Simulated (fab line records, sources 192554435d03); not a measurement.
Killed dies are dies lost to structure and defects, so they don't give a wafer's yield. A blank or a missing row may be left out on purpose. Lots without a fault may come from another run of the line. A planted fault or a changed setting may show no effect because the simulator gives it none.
A struck lot beside a sound one | flow n5_finfet | 41 steps out of a route of 1938
Sound: wafers L328.2, L328.4, L328.6. Struck: wafer L339.2. (L339.1 of the same lot was not struck and is left out.) The cause comes at the end.
At each step with rows: each side's tool, then ch and its chambers, then its first start. Under that, the readings that differ: sound wafers | struck wafers | difference of the means | sigmas: that difference in standard deviations of wafers without a fault.
alike: readings whose means differ by less than 2 such deviations, and words and numbers that are the same on both sides. not compared: withheld readings, readings that some wafer has no value for, bounds like >300 that may hide the same value, and numbers for which the record gives no deviation and whose values overlap.
The two part at a step that has a row with sigmas, a row that says differs or no value, or rows on one side only. Numbers that don't overlap but have no deviation are shown without sigmas and don't part them. A reading that every wafer of one side lacks parts them only if that side has two wafers or more.

first, 12 steps without rows for these wafers: N5_HKMG_FIN_STRIP_33 (strips in N2/H2); N5_HKMG_FIN_STRIP_34 (strips in CF4); N5_HKMG_FIN_ETCH_35 (etches SOC in N2/H2, target depth 215.8 nm, time 243.4 s); N5_HKMG_FIN_STRIP_92 (strips SOC in N2/H2, time 20 s); N5_HKMG_FIN_WET_ETCH_18 (etches TiN in SC1, time 55 s, target depth 5.2 nm, rinse time 30 s); N5_HKMG_FIN_STRIP_19 (strips in N2/H2, time 360 s); N5_HKMG_FIN_ALD_91 (deposits TiN, target thk 1 nm, pulse time 1 s, purge time 3 s); N5_HKMG_FIN_COAT_85 (time 60 s, resist thk 300 nm); N5_HKMG_FIN_ETCH_86 (etches SOC in N2/H2, stops on TiN, target depth 393.2 nm); N5_HKMG_FIN_STRIP_89 (strips SOC in N2/H2, time 20 s); N5_HKMG_FIN_WET_ETCH_87 (etches TiN in SC1, time 154.2 s, target depth 4.7 nm, rinse time 30 s); N5_HKMG_FIN_STRIP_88 (strips in N2/H2, time 360 s).
N5_HKMG_FIN_NWFM_ALD_20: deposits TiAlC, target thk 2 nm, pulse time 3 s, purge time 2 s.
  sound on ald_metal-01 ch 0,2,3, day 6 19:26; struck on ald_metal-03 ch 2, day 9 11:54
  reading                                         | sound | struck | difference | sigmas
  ald_cycles                                      | 7 7 7 | 4      | -3         |
  model.TiAlC_of_HKMG_FIN_NWFM_ALD_20.thk_nm (nm) | 2 2 2 | 1.2    | -0.8       |
  alike: chamber_pressure_Torr, heater_power_w, precursor_pulse_height_rel
then, 26 steps without rows for these wafers: N5_HKMG_FIN_ALD_71 (deposits TiN, target thk 1 nm, pulse time 1 s, purge time 3 s); N5_HKMG_FIN_COAT_66 (time 60 s, resist thk 300 nm); N5_HKMG_FIN_ETCH_67 (etches SOC in N2/H2, stops on TiN, target depth 388.9 nm); N5_HKMG_FIN_STRIP_90 (strips SOC in N2/H2, time 20 s); N5_HKMG_FIN_WET_ETCH_73 (etches the open film in SC1, time 42.3 s, target depth 1.3 nm, rinse time 30 s); N5_HKMG_FIN_ETCHBACK_68 (etches the open film in Cl2/Ar, stops on HfO2, target depth 0.5 nm); N5_HKMG_FIN_STRIP_69 (strips in N2/H2, time 360 s); N5_HKMG_FIN_ALD_21 (deposits TiN, target thk 1.5 nm, pulse time 1 s, purge time 3 s); N5_HKMG_FIN_ALD_72 (deposits W, target thk 2 nm, pulse time 1 s, purge time 2 s); N5_HKMG_FIN_W_FILL_22 (material W, target thk 60 nm, time 18.2 s); N5_HKMG_FIN_PRECLEAN_83 (cleans in DIW, time 57.5 s); N5_HKMG_FIN_SRD_84 (dry time 32 s); N5_HKMG_FIN_CMP_23 (polishes, stops on SiNx, t overpolish 10 s, target thk 46.326 nm); N5_HKMG_FIN_CMP_94 (polishes, stops on SiNx, t overpolish 4.7 s, target thk 43.299 nm); N5_GATE_CUT_ETCHBACK_00 (etches W in SF6/Cl2); N5_GATE_CUT_ETCH_56 (etches TiN in Cl2/Ar, target depth 21.6 nm); N5_GATE_CUT_ETCHBACK_30 (etches TiN in Cl2/Ar, target depth 3 nm); N5_GATE_CUT_VAPOR_ETCH_60 (etches HfO2 in BCl3/Cl2); N5_GATE_CUT_ETCH_58 (etches SiNx in CH3F/O2, target depth 17 nm, time 128.6 s); N5_GATE_CUT_STRIP_59 (strips in N2/H2, time 20 s); N5_GATE_CUT_PRECLEAN_31 (cleans in DIW, time 300 s); N5_GATE_CUT_SRD_32 (time 30 s); N5_GATE_CUT_SAC_CAP_01 (material SiNx, target thk 24 nm, pulse time 1 s, ald cycles 480); N5_GATE_CUT_PECVD_57 (deposits SiNx from SiH4/NH3/N2, target thk 21 nm); N5_GATE_CUT_CMP_02 (polishes, stops on SiO2, t overpolish 12.7 s, target thk 0 nm); N5_GATE_CUT_HM_DEP_46 (deposits SiO2 from TEOS/O2, target thk 130 nm, time 26.6 s).
-- the record jumps here: 4 days lie between the struck wafers' starts before and after (it left off in module GATE_CUT and takes up again in module BEOL_M4, whose first step shown is number 1111 of the route) --
N5_BEOL_M4_RC_MEAS_101:
  sound on prober-01 ch 0, day 10 14:01; struck on prober-01 ch 0, day 13 09:05
  reading             | sound                      | struck   | difference | sigmas
  IOFF_N (nA/um)      | 0.16 0.14 0.18             | 0.01     | -0.15      | -4
  IOFF_N_85C (nA/um)  | 3.1 2.8 3.4                | 0.4      | -2.7       | -5
  IOFF_N_LIN (nA/um)  | 0.072 0.067 0.072          | 0.006    | -0.064     | -5
  IOFF_N_LONG (nA/um) | 5.68e-05 5.63e-05 5.55e-05 | 2.19e-05 | -3.43e-05  | -14
  IOFF_P (nA/um)      | 0.21 0.20 0.23             | 0.65     | +0.44      | +12
  IOFF_P_85C (nA/um)  | 3.7 3.5 3.8                | 9.4      | +5.7       | +11
  IOFF_P_LIN (nA/um)  | 0.102 0.098 0.104          | 0.275    | +0.174     | +13
  IOFF_P_LONG (nA/um) | 0.000108 0.000112 0.000104 | 0.000212 | +0.000104  | +14
  ION_N (uA/um)       | 665 671 652                | 514      | -149       | -12
  ION_P (uA/um)       | 459 463 449                | 501      | +44        | +6
  VT_N (mV)           | 253 252 252                | 322      | +70        | +21
  VT_N_LONG (mV)      | 275.6 275.2 273.6          | 358.2    | +83.4      | +49
  VT_N_LVT (mV)       | 100 101 101                | 174      | +73        | +21
  VT_P (mV)           | -249.4 -250.4 -250.0       | -222.2   | +27.7      | +10
  VT_P_LONG (mV)      | -276.7 -274.6 -277.8       | -248.8   | +27.6      | +10
  VT_P_LVT (mV)       | -99.6 -100.1 -99.3         | -75.1    | +24.6      | +8
  alike: DIBL_N, DIBL_P, SS_N, SS_P
-- the record jumps here: 5 days lie between the struck wafers' starts before and after (it left off in module BEOL_M4 and takes up again in module PASSIVATION, whose first step shown is number 1936 of the route) --
N5_PASSIVATION_PROBE_49:
  sound on prober-01, day 15 07:37; struck on prober-02, day 18 03:15
  reading                | sound          | struck | difference | sigmas
  killed_at_other        | 0 3 1          | 8      | +7         | +2
  sort_bin_4_leakage (%) | 0 0 0          | 42.88  | +42.88     | +99 or more
  sort_bin_8_speed (%)   | 0 0 0          | 48.6   | +48.6      | +44
  sort_n_pass            | 1091 1091 1097 | 0      | -1093      | -52
  sort_yield_pct (%)     | 92.5 92.5 93.0 | 0      | -93        | -55
  alike: defect_limited_yield, killed_at_M0_to_M3, killed_at_M4_up, killed_at_contacts, killed_at_front_end, killed_dies, killed_open, killed_short, sort_bin_5_function, sort_bin_6_memory

WHERE THEY PART
First at N5_BEOL_M4_RC_MEAS_101; last, within this record, at N5_PASSIVATION_PROBE_49.

WHY: what the simulator had put in
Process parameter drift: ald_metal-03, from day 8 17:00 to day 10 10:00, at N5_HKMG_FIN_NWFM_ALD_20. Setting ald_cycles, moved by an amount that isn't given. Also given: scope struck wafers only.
